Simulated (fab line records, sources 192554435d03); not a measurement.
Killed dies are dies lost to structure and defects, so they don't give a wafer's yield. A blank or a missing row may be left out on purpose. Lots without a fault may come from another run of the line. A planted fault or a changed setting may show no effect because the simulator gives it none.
Chamber matching | flow n5_finfet | N5_BEOL_M11_CURE_72 on uv_cure-03: 3 sister chambers
The step cures SiCOH lowk, time 120 s. 24 wafers are shown with their chamber, then 12 later ones without.

WAFERS WITH THEIR CHAMBER
wafer  | chamber | wafer_temp_C_max | lamp_power_pct (%)
L079.1 | 0       | 373.2            | 52.32
L079.2 | 0       | 373.3            | 52.41
L079.4 | 0       | 372.3            | 52.35
L079.3 | 0       | 373.1            | 52.37
L079.5 | 0       | 374.0            | 52.26
L079.6 | 0       | 372.9            | 52.23
L082.2 | 0       | 372.2            | 52.32
L082.4 | 0       | 372.8            | 52.28
L082.5 | 0       | 372.8            | 52.27
L080.3 | 0       | 372.3            | 52.32
L080.4 | 0       | 373.6            | 52.31
L080.6 | 0       | 372.2            | 52.32
L083.2 | 2       | 373.1            | 52.32
L083.5 | 2       | 372.6            | 52.26
L083.6 | 2       | 372.4            | 52.30
L087.2 | 0       | 373.1            | 52.33
L087.5 | 0       | 372.6            | 52.35
L087.6 | 0       | 372.8            | 52.35
L088.1 | 2       | 373.5            | 52.26
L088.2 | 2       | 372.7            | 52.36
L088.4 | 2       | 372.8            | 52.26
L094.2 | 1       | 371.8            | 52.22
L094.3 | 1       | 371.4            | 52.39
L094.5 | 1       | 371.9            | 52.30

SIGNATURES (means of the wafers above)
reading          | chamber 0 | chamber 1 | chamber 2 | scatter within a chamber
wafer_temp_C_max | 372.880   | 371.700   | 372.850   | 0.476
lamp_power_pct   | 52.3193   | 52.3033   | 52.2933   | 0.0499
Rule: a wafer's distance from a chamber is the root of the sum, over the readings, of the square of ((its reading less the chamber's mean) divided by the reading's scatter). The wafer belongs to the nearest chamber; if the next one is less than 2 further off, it can't be placed. The scatter: the root of (the sum of the squares of (reading less its chamber's mean) over the shown wafers, divided by (wafers less chambers)).

WAFERS WITHOUT THEIR CHAMBER
wafer  | wafer_temp_C_max | lamp_power_pct (%)
L090.2 | 372.1            | 52.35
L090.4 | 373.2            | 52.46
L090.6 | 372.2            | 52.27
L093.1 | 372.7            | 52.21
L093.2 | 372.2            | 52.33
L093.5 | 372.9            | 52.33
L097.1 | 371.7            | 52.29
L097.4 | 371.8            | 52.40
L097.6 | 371.6            | 52.22
L096.1 | 372.9            | 52.29
L096.4 | 372.2            | 52.35
L096.6 | 372.2            | 52.31

WHICH CHAMBER EACH WENT THROUGH
wafer  | from the rows above          | in truth
L090.2 | can't be placed: 1 or 0 or 2 | 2
L090.4 | can't be placed: 0 or 2 or 1 | 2
L090.6 | can't be placed: 1 or 2 or 0 | 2
L093.1 | can't be placed: 2 or 0 or 1 | 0
L093.2 | can't be placed: 1 or 0 or 2 | 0
L093.5 | can't be placed: 0 or 2      | 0
L097.1 | 1                            | 1
L097.4 | can't be placed: 1 or 0 or 2 | 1
L097.6 | can't be placed: 1 or 2 or 0 | 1
L096.1 | can't be placed: 2 or 0      | 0
L096.4 | can't be placed: 1 or 0 or 2 | 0
L096.6 | can't be placed: 1 or 2 or 0 | 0
Placed correctly: 1 of 12. Can't be placed from these rows: 11 (the true chamber is among the candidates in 11). Placed wrongly: 0.
